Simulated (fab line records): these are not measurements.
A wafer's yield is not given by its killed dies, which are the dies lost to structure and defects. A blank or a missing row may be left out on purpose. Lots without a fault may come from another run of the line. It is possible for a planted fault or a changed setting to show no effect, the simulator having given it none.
fab line records	flow n5_finfet	part 1 of 2: steps 1 to 4 of 6
record lots=22	wafers=66	last_day=19
route steps=1938 shown BEOL_M8@1336 BEOL_M9@1417
lots with no fault: from the same line, run without faults
start_h: hours from the record's first day to the start of the lot's first wafer shown	wait_h: hours from the lot's prior step to this one	" unchanged from the row above	L1.1+2: one row covering several wafers at once	- no value, or no start given	* or withheld: withheld	< > ~ a bound
route shown NAME@n: NAME is a module with steps in the file, n the number in the route of the first one	usual: the fault-free wafers' mean and standard deviation	same: alike in all rows	chamber/n: place in a boat	sites: readings site by site	_std_site: how widely they spread, as a standard deviation	_edge_site: the outer-site mean with the inner-site mean subtracted	radius_mm: how far each site lies from the wafer's centre	mask NAME#n: copy n	behind: the last tool/chamber to shape the wafer	hold: why the lot was held/for how many hours/how that ended	device: whichever transistor did not switch (one of n, p or np)	end of line: tests of these same wafers at the route's end	a step with no rows: only its recipe	killed: the dies lost at the first sort to structure and to defects; this is not the yield of the wafer	map: a wafer's dies, x killed, . not, _ none there
set.NAME: setting as actually run; set.NAME@STEP: the setting as run at that earlier step	model.NAME: the simulator's own value behind a step, which no gauge read
route steps across a sampled set of lots; one table per step, one row per wafer
services: from which hour (start_h, from the record's first day; less than 0 if before it) a tool's chamber was out of use, for how many hours, and why
## steps
# step N5_BEOL_M8_HM_DEP_02
# recipe material=TiN	target_thk_a=200	temp_c=25	chamber_pressure_pa=0.49996
# usual throttle_valve_pct=30.1/1
lot.wafer	tool	chamber	start_h	wait_h	throttle_valve_pct
L074.3	pvd_sputter-02	-	234.72	1.4	29.9
L074.5	"	-	"	"	29.4
L074.6	"	-	"	"	29.9
L075.2	pvd_sputter-01	-	237.94	1.4	29.7
L075.3	"	-	"	"	30.1
L075.5	"	-	"	"	30.2
L076.1	pvd_sputter-02	-	238.47	0.2	29.7
L076.2	"	-	"	"	31.0
L076.6	"	-	"	"	29.6
L077.1	pvd_sputter-02	-	247.57	1.5	31.3
L077.2	"	-	"	"	29.5
L077.6	"	-	"	"	30.7
L078.1	pvd_sputter-03	-	255.20	0.9	29.9
L078.3	"	-	"	"	30.3
L078.4	"	-	"	"	30.6
L079.1	pvd_sputter-01	-	271.32	1.2	32.2
L079.3	"	-	"	"	28.8
L079.6	"	-	"	"	30.1
L081.1	pvd_sputter-02	-	271.41	1.0	31.2
L081.2	"	-	"	"	30.7
L081.5	"	-	"	"	31.0
L082.1	pvd_sputter-03	-	280.49	0.8	29.8
L082.2	"	-	"	"	29.9
L082.6	"	-	"	"	30.0
L083.1	pvd_sputter-03	-	283.71	1.9	30.7
L083.2	"	-	"	"	28.4
L083.3	"	-	"	"	30.1
L084.1	pvd_sputter-01	-	286.92	1.2	31.9
L084.5	"	-	"	"	29.8
L084.6	"	-	"	"	28.9
L087.2	pvd_sputter-03	-	299.99	1.5	28.4
L087.5	"	-	"	"	28.4
L087.6	"	-	"	"	30.4
L085.1	pvd_sputter-01	-	308.48	1.3	30.3
L085.3	"	-	"	"	31.9
L085.6	"	-	"	"	32.1
L086.1	pvd_sputter-03	-	313.03	0.3	28.3
L086.3	"	-	"	"	30.1
L086.5	"	-	"	"	30.1
L089.1	pvd_sputter-01	-	315.38	1.0	30.0
L089.3	"	-	"	"	28.6
L089.6	"	-	"	"	31.9
L091.1	pvd_sputter-01	-	322.96	2.4	30.3
L091.4	"	-	"	"	32.1
L091.6	"	-	"	"	28.8
L092.2	pvd_sputter-01	-	324.56	2.2	29.4
L092.3	"	-	"	"	30.2
L092.6	"	-	"	"	32.0
L090.1	pvd_sputter-03	-	338.48	1.7	29.8
L090.3	"	-	"	"	28.7
L090.5	"	-	"	"	29.9
L095.1	pvd_sputter-03	-	349.11	0.5	30.6
L095.4	"	-	"	"	28.3
L095.6	"	-	"	"	29.8
L093.1	pvd_sputter-01	-	352.77	2.4	30.3
L093.3	"	-	"	"	29.6
L093.5	"	-	"	"	31.9
L094.1	pvd_sputter-01	-	359.51	0.8	28.6
L094.2	"	-	"	"	31.7
L094.5	"	-	"	"	29.4
L097.1	pvd_sputter-01	-	384.82	1.4	28.7
L097.3	"	-	"	"	30.3
L097.6	"	-	"	"	28.7
L096.1	pvd_sputter-01	-	385.04	1.2	29.5
L096.3	"	-	"	"	32.0
L096.4	"	-	"	"	28.7
# step N5_BEOL_M8_ETCH_65
# recipe chemistry=CF4	target=SiARC	target_depth_a=156	mask_material=CAR-EUV	time_s=26	ion_energy_ev=80	pressure_mtorr=40	source_w=545	bias_w=36	Ar_flow_sccm=100	cf4_flow_sccm=100	ends=cleared
# usual drypump_motor_current_A=5.7/0.42	etch_rf_on_time_s=26.0/0.57	oes_product_au=0.67/0.072	rf_vpp_V=184.2/0.94	showerhead_plenum_p_Torr=2.15/0.044	throttle_valve_pct=15.63/0.19
lot.wafer	tool	chamber	start_h	wait_h	drypump_motor_current_A	etch_rf_on_time_s	oes_product_au	rf_hours_counter_h	rf_vpp_V	showerhead_plenum_p_Torr	throttle_valve_pct
L074.3	rie_diel-05	0	237.43	0.0	6.2	26.3	0.60	188	183.3	2.12	15.82
L074.5	"	1	"	"	5.4	25.9	0.62	-	183.9	2.12	15.86
L074.6	"	0	"	"	6.3	26.5	0.59	-	183.7	2.12	15.81
L075.2	rie_diel-05	3	240.44	0.0	5.3	25.3	0.73	49	185.8	2.16	15.36
L075.3	"	2	"	"	5.5	27.3	0.57	237	181.9	2.12	15.74
L075.5	"	2	"	"	5.5	27.3	0.56	-	183.1	2.12	15.74
L076.1	rie_diel-02	0	240.75	0.0	5.2	25.8	0.59	247	186.1	2.19	16.03
L076.2	"	2	"	"	5.8	25.7	0.71	65	184.2	2.17	15.55
L076.6	"	0	"	"	5.2	25.6	0.59	-	184.9	2.19	16.01
L077.1	rie_diel-02	2	251.44	0.0	5.8	26.3	0.71	69	184.8	2.17	15.55
L077.2	"	1	"	"	5.0	27.2	0.57	250	183.8	2.10	15.73
L077.6	"	3	"	"	6.4	25.8	0.75	-	186.6	2.26	15.50
L078.1	rie_diel-02	3	257.50	0.0	6.4	25.7	0.74	44	186.3	2.26	15.50
L078.3	"	2	"	"	5.8	26.1	0.70	71	184.2	2.17	15.57
L078.4	"	1	"	"	5.0	27.0	0.57	-	184.1	2.10	15.76
L079.1	rie_diel-06	0	276.05	0.0	5.8	26.3	0.72	66	184.0	2.17	15.55
L079.3	"	1	"	"	5.7	25.9	0.70	69	184.0	2.18	15.45
L079.6	"	2	"	"	6.3	26.6	0.58	-	183.5	2.12	15.84
L081.1	rie_diel-05	1	276.19	0.0	5.4	26.0	0.61	205	183.7	2.11	15.90
L081.2	"	3	"	"	5.3	24.9	0.72	63	183.2	2.16	15.39
L081.5	"	0	"	"	6.2	26.6	0.58	-	184.8	2.12	15.86
L082.1	rie_diel-06	3	283.01	0.0	5.8	26.1	0.60	210	185.1	2.11	15.74
L082.2	"	1	"	"	5.7	26.0	0.70	71	184.1	2.18	15.47
L082.6	"	0	"	"	5.8	26.2	0.71	-	185.0	2.17	15.56
L083.1	rie_diel-02	2	286.39	0.0	5.8	25.8	0.69	83	185.4	2.16	15.59
L083.2	"	0	"	"	5.2	25.1	0.80	8	184.9	2.19	15.52
L083.3	"	3	"	"	6.4	25.4	0.73	58	185.8	2.25	15.53
L084.1	rie_diel-06	0	291.22	0.0	5.8	26.0	0.72	71	184.5	2.16	15.56
L084.5	"	1	"	"	5.8	25.8	0.70	-	184.6	2.18	15.46
L084.6	"	0	"	"	5.8	25.8	0.72	-	184.9	2.16	15.55
L087.2	rie_diel-05	0	303.83	0.0	6.3	26.5	0.58	214	184.1	2.11	15.87
L087.5	"	1	"	"	5.4	25.7	0.61	-	184.2	2.11	15.91
L087.6	"	0	"	"	6.2	26.6	0.58	-	184.2	2.11	15.84
L085.1	rie_diel-05	2	310.99	0.0	5.5	26.4	0.80	6	183.7	2.11	15.29
L085.3	"	0	"	"	6.2	26.9	0.58	218	184.9	2.11	15.87
L085.6	"	3	"	"	5.3	25.0	0.71	-	183.9	2.15	15.41
L086.1	rie_diel-05	1	314.66	0.0	5.4	25.6	0.61	220	183.8	2.11	15.91
L086.3	"	3	"	"	5.3	24.9	0.70	79	183.4	2.15	15.42
L086.5	"	0	"	"	6.2	26.5	0.58	-	183.1	2.11	15.88
L089.1	rie_diel-06	3	318.62	0.0	5.8	26.2	0.59	224	182.7	2.11	15.77
L089.3	"	0	"	"	5.8	26.0	0.71	81	183.4	2.16	15.57
L089.6	"	3	"	"	5.8	26.5	0.59	-	183.3	2.10	15.75
L091.1	rie_diel-05	3	324.36	0.0	5.3	25.0	0.71	83	183.6	2.15	15.43
L091.4	"	1	"	"	5.4	25.8	0.60	224	184.6	2.11	15.91
L091.6	"	0	"	"	6.2	26.7	0.58	-	183.7	2.11	15.90
L092.2	rie_diel-02	2	328.59	0.0	5.8	26.0	0.67	101	185.7	2.16	15.61
L092.3	"	3	"	"	6.4	25.8	0.70	76	185.0	2.25	15.57
L092.6	"	2	"	"	5.8	26.0	0.67	-	184.0	2.15	15.62
L090.1	rie_diel-02	2	341.53	0.0	5.8	26.0	0.67	107	184.6	2.15	15.62
L090.3	"	0	"	"	5.2	25.7	0.75	30	184.3	2.18	15.58
L090.5	"	3	"	"	6.4	25.8	0.70	-	185.8	2.24	15.58
L095.1	rie_diel-06	0	351.97	0.0	5.8	26.1	0.69	96	183.8	2.16	15.62
L095.4	"	1	"	"	5.7	26.0	0.67	-	184.1	2.17	15.52
L095.6	"	0	"	"	5.8	26.1	0.69	-	183.9	2.16	15.62
L093.1	rie_diel-06	3	354.57	0.0	5.8	26.0	0.59	240	183.7	2.10	15.79
L093.3	"	0	"	"	5.8	25.5	0.70	97	184.6	2.16	15.61
L093.5	"	3	"	"	5.8	25.8	0.60	-	184.1	2.10	15.79
L094.1	rie_diel-05	0	364.83	0.0	6.2	26.8	0.56	239	183.6	2.10	15.90
L094.2	"	2	"	"	5.5	26.2	0.76	24	184.4	2.11	15.32
L094.5	"	2	"	"	5.5	26.2	0.76	-	184.4	2.11	15.30
L097.1	rie_diel-06	3	387.07	0.0	5.8	26.1	0.58	249	183.1	2.10	15.79
L097.3	"	0	"	"	5.8	26.0	0.69	107	183.2	2.15	15.63
L097.6	"	3	"	"	5.8	26.2	0.58	-	182.9	2.10	15.82
L096.1	rie_diel-02	1	390.45	0.0	5.0	26.6	0.74	34	184.0	2.09	15.33
L096.3	"	0	"	"	5.2	25.7	0.74	42	185.0	2.18	15.60
L096.4	"	2	"	"	5.8	25.9	0.65	125	183.7	2.15	15.67
# step N5_BEOL_M8_VIA_ETCH_34
# recipe chemistry=C4F6/O2	target=SiCOH_lowk	target_depth_a=1255	mask_material=SOC	taper_deg=4	time_s=50.5	ion_energy_ev=250	pressure_mtorr=30	source_w=345	bias_w=185	Ar_flow_sccm=300	C4F6_flow_sccm=10	O2_flow_sccm=10
# usual drypump_motor_current_A=5.7/0.42	oes_f_703_au=0.78/0.08	oes_product_au=0.78/0.084	rf_vpp_V=660/10	showerhead_plenum_p_Torr=2.85/0.052	throttle_valve_pct=20.87/0.16
lot.wafer	tool	chamber	start_h	wait_h	drypump_motor_current_A	oes_f_703_au	oes_product_au	rf_hours_counter_h	rf_vpp_V	showerhead_plenum_p_Torr	throttle_valve_pct
L074.3	rie_diel-05	0	237.56	0.0	6.2	0.70	0.70	189	669	2.82	21.11
L074.5	"	1	"	"	5.4	0.74	0.72	-	659	2.80	21.03
L074.6	"	0	"	"	6.2	0.69	0.70	-	668	2.82	21.12
L075.2	rie_diel-05	3	240.57	0.0	5.3	0.87	0.87	49	652	2.88	20.70
L075.3	"	2	"	"	5.5	0.66	0.67	237	669	2.82	20.95
L075.5	"	2	"	"	5.5	0.66	0.67	-	667	2.82	20.96
L076.1	rie_diel-02	0	240.88	0.0	5.2	0.71	0.68	247	653	2.90	21.21
L076.2	"	2	"	"	5.8	0.83	0.82	65	647	2.87	20.81
L076.6	"	0	"	"	5.2	0.70	0.68	-	653	2.90	21.18
L077.1	rie_diel-02	2	251.57	0.0	5.8	0.83	0.81	69	647	2.87	20.81
L077.2	"	1	"	"	5.0	0.67	0.67	250	658	2.82	21.05
L077.6	"	3	"	"	6.3	0.87	0.87	-	668	2.98	20.66
L078.1	rie_diel-02	3	257.63	0.0	6.4	0.86	0.87	44	667	2.98	20.66
L078.3	"	2	"	"	5.8	0.82	0.82	71	647	2.87	20.81
L078.4	"	1	"	"	5.0	0.66	0.67	-	659	2.81	21.07
L079.1	rie_diel-06	0	276.18	0.0	5.8	0.83	0.85	66	674	2.87	20.82
L079.3	"	1	"	"	5.7	0.82	0.81	69	660	2.89	20.70
L079.6	"	2	"	"	6.3	0.65	0.68	-	687	2.80	21.01
L081.1	rie_diel-05	1	276.32	0.0	5.4	0.73	0.71	205	657	2.80	21.05
L081.2	"	3	"	"	5.3	0.85	0.83	63	650	2.87	20.69
L081.5	"	0	"	"	6.2	0.68	0.69	-	667	2.82	21.12
L082.1	rie_diel-06	3	283.14	0.0	5.8	0.73	0.71	210	648	2.81	20.97
L082.2	"	1	"	"	5.7	0.82	0.81	71	659	2.89	20.70
L082.6	"	0	"	"	5.8	0.83	0.85	-	672	2.86	20.83
L083.1	rie_diel-02	2	286.52	0.0	5.8	0.81	0.80	83	647	2.86	20.84
L083.2	"	0	"	"	5.2	0.94	0.92	8	654	2.90	20.79
L083.3	"	3	"	"	6.3	0.84	0.85	58	668	2.98	20.71
L084.1	rie_diel-06	0	291.35	0.0	5.8	0.82	0.83	71	674	2.86	20.83
L084.5	"	1	"	"	5.8	0.82	0.81	-	659	2.89	20.71
L084.6	"	0	"	"	5.8	0.82	0.83	-	673	2.86	20.81
L087.2	rie_diel-05	0	303.96	0.0	6.2	0.67	0.67	214	668	2.81	21.13
L087.5	"	1	"	"	5.4	0.72	0.70	-	657	2.79	21.07
L087.6	"	0	"	"	6.3	0.67	0.67	-	668	2.81	21.16
L085.1	rie_diel-05	2	311.12	0.0	5.5	0.92	0.94	6	669	2.81	20.59
L085.3	"	0	"	"	6.2	0.67	0.67	218	669	2.81	21.15
L085.6	"	3	"	"	5.3	0.84	0.82	-	650	2.87	20.74
L086.1	rie_diel-05	1	314.79	0.0	5.4	0.72	0.70	220	656	2.79	21.07
L086.3	"	3	"	"	5.3	0.83	0.82	79	651	2.87	20.73
L086.5	"	0	"	"	6.2	0.67	0.67	-	669	2.81	21.15
L089.1	rie_diel-06	3	318.75	0.0	5.8	0.72	0.69	224	647	2.80	20.99
L089.3	"	0	"	"	5.8	0.81	0.83	82	672	2.86	20.84
L089.6	"	3	"	"	5.8	0.72	0.69	-	648	2.80	20.99
L091.1	rie_diel-05	3	324.49	0.0	5.3	0.83	0.82	83	649	2.86	20.74
L091.4	"	1	"	"	5.4	0.71	0.70	224	657	2.79	21.09
L091.6	"	0	"	"	6.3	0.66	0.67	-	668	2.81	21.16
L092.2	rie_diel-02	2	328.72	0.0	5.8	0.78	0.79	101	647	2.86	20.85
L092.3	"	3	"	"	6.4	0.82	0.83	76	669	2.97	20.72
L092.6	"	2	"	"	5.8	0.79	0.78	-	647	2.85	20.85
L090.1	rie_diel-02	2	341.66	0.0	5.8	0.78	0.77	107	647	2.85	20.87
L090.3	"	0	"	"	5.2	0.89	0.87	30	654	2.89	20.82
L090.5	"	3	"	"	6.3	0.82	0.82	-	668	2.96	20.71
L095.1	rie_diel-06	0	352.10	0.0	5.8	0.79	0.81	96	673	2.85	20.87
L095.4	"	1	"	"	5.8	0.80	0.78	-	658	2.88	20.75
L095.6	"	0	"	"	5.8	0.79	0.81	-	674	2.85	20.88
L093.1	rie_diel-06	3	354.70	0.0	5.8	0.71	0.69	240	647	2.80	21.02
L093.3	"	0	"	"	5.8	0.79	0.81	97	674	2.85	20.88
L093.5	"	3	"	"	5.8	0.71	0.68	-	647	2.80	21.01
L094.1	rie_diel-05	0	364.96	0.0	6.2	0.66	0.66	240	667	2.80	21.18
L094.2	"	2	"	"	5.5	0.88	0.90	24	668	2.80	20.63
L094.5	"	2	"	"	5.5	0.87	0.89	-	667	2.80	20.64
L097.1	rie_diel-06	3	387.20	0.0	5.8	0.71	0.68	249	648	2.79	21.02
L097.3	"	0	"	"	5.9	0.78	0.81	107	674	2.85	20.90
L097.6	"	3	"	"	5.8	0.70	0.67	-	645	2.79	21.03
L096.1	rie_diel-02	1	390.58	0.0	5.0	0.85	0.88	34	659	2.80	20.75
L096.3	"	0	"	"	5.2	0.87	0.85	42	653	2.88	20.81
L096.4	"	2	"	"	5.8	0.77	0.76	125	646	2.84	20.89
# step N5_BEOL_M8_CMP_52
# recipe stop_on=SiCOH_lowk	t_overpolish_s=6.9	down_force_psi=1	platen_rpm=50	clearing_platen_down_force_psi=1.5	clearing_platen_rpm=50	post_cmp_clean=cu_alkaline	target_thk_nm=80	clearing_platen_pad_velocity_m_s=0.99484	pad_velocity_m_s=0.99484
# usual barrier_field_endpoint_s=28.9/0.66	motor_current_A=6.1/0.62	overpolish_run_s=6.900/0.0088	time_to_endpoint_s=62.3/2.7
lot.wafer	tool	chamber	start_h	wait_h	barrier_field_endpoint_s	motor_current_A	overpolish_run_s	time_to_endpoint_s
L074.3	cmp-01	1	241.08	0.2	28.6	6.5	6.903	60.6
L074.5	"	1	"	"	28.9	6.3	6.894	58.6
L074.6	"	2	"	"	29.7	5.6	6.889	61.4
L075.3	cmp-04	0	244.49	0.2	29.9	6.0	6.901	68.6
L075.2	"	3	"	"	28.6	6.6	6.904	64.4
L075.5	"	1	"	"	29.5	6.2	6.915	64.0
L076.1	cmp-03	0	245.21	0.3	28.5	7.4	6.910	59.2
L076.2	"	1	"	"	28.0	5.1	6.895	62.1
L076.6	"	1	"	"	29.5	5.0	6.903	61.4
L077.1	cmp-04	2	254.32	0.3	28.3	6.0	6.903	60.6
L077.2	"	0	"	"	29.5	6.1	6.901	63.6
L077.6	"	2	"	"	29.4	6.2	6.898	61.2
L078.1	cmp-04	2	261.15	0.3	28.1	6.2	6.880	61.8
L078.3	"	3	"	"	28.3	6.4	6.919	60.9
L078.4	"	0	"	"	28.7	6.0	6.895	64.0
L079.1	cmp-01	2	278.27	0.3	28.5	5.6	6.905	61.2
L079.3	"	1	"	"	27.6	6.4	6.909	60.4
L079.6	"	2	"	"	29.5	5.5	6.904	62.9
L081.1	cmp-03	0	280.08	0.3	28.3	7.3	6.903	63.1
L081.2	"	2	"	"	29.1	5.6	6.897	63.8
L081.5	"	0	"	"	28.8	7.2	6.905	62.3
L082.1	cmp-03	2	285.55	0.3	29.2	6.1	6.884	64.5
L082.2	"	3	"	"	27.7	5.8	6.906	56.8
L082.6	"	3	"	"	28.1	6.2	6.897	58.6
L083.2	cmp-04	3	289.11	0.2	28.9	6.2	6.896	65.4
L083.3	"	0	"	"	30.4	6.1	6.897	64.8
L083.1	"	1	"	"	29.1	5.9	6.908	63.9
L084.1	cmp-04	1	294.44	0.3	28.7	5.8	6.909	63.9
L084.5	"	1	"	"	28.4	5.8	6.890	60.8
L084.6	"	2	"	"	28.8	6.0	6.886	59.6
L087.2	cmp-01	3	306.76	0.3	29.9	5.7	6.900	66.3
L087.6	"	0	"	"	29.0	7.0	6.891	60.5
L087.5	"	1	"	"	28.8	6.2	6.905	60.0
L085.3	cmp-01	3	313.45	0.2	29.5	5.4	6.905	67.0
L085.1	"	0	"	"	28.7	7.3	6.884	60.3
L085.6	"	2	"	"	28.2	5.4	6.918	60.9
L086.3	cmp-04	1	317.88	0.3	28.2	6.1	6.892	61.9
L086.1	"	2	"	"	28.9	6.3	6.925	60.6
L086.5	"	0	"	"	29.3	6.1	6.902	63.7
L089.1	cmp-03	2	321.21	0.3	29.0	5.7	6.905	66.8
L089.3	"	1	"	"	28.2	4.8	6.910	63.3
L089.6	"	2	"	"	28.9	6.2	6.922	62.3
L091.1	cmp-04	0	328.43	0.3	28.5	6.3	6.881	61.1
L091.4	"	1	"	"	28.1	5.8	6.900	60.0
L091.6	"	0	"	"	28.3	6.1	6.920	62.9
L092.2	cmp-01	3	331.33	0.2	28.6	5.7	6.904	63.8
L092.3	"	0	"	"	27.8	7.2	6.897	59.7
L092.6	"	0	"	"	28.8	7.2	6.908	62.0
L090.3	cmp-01	3	343.96	0.2	30.0	5.7	6.907	65.3
L090.1	"	0	"	"	28.7	7.1	6.894	62.0
L090.5	"	1	"	"	28.7	6.3	6.902	62.3
L095.1	cmp-01	2	355.45	0.6	29.2	5.4	6.887	65.2
L095.4	"	3	"	"	30.8	5.5	6.890	65.1
L095.6	"	1	"	"	28.6	5.9	6.899	62.9
L093.1	cmp-04	1	357.17	0.3	28.3	5.8	6.892	60.3
L093.3	"	2	"	"	28.6	6.1	6.890	58.5
L093.5	"	1	"	"	29.5	5.8	6.915	62.3
L094.2	cmp-03	3	368.52	0.2	28.5	6.3	6.908	58.4
L094.1	"	2	"	"	29.5	6.3	6.895	64.1
L094.5	"	0	"	"	28.9	7.2	6.902	62.7
L097.1	cmp-01	3	389.55	0.3	29.1	5.6	6.911	67.5
L097.3	"	1	"	"	27.6	6.1	6.898	58.6
L097.6	"	2	"	"	28.2	5.4	6.901	63.3
L096.3	cmp-03	2	392.98	0.4	28.3	6.0	6.908	68.2
L096.4	"	3	"	"	28.7	6.3	6.909	61.2
L096.1	"	0	"	"	27.5	7.4	6.896	63.3
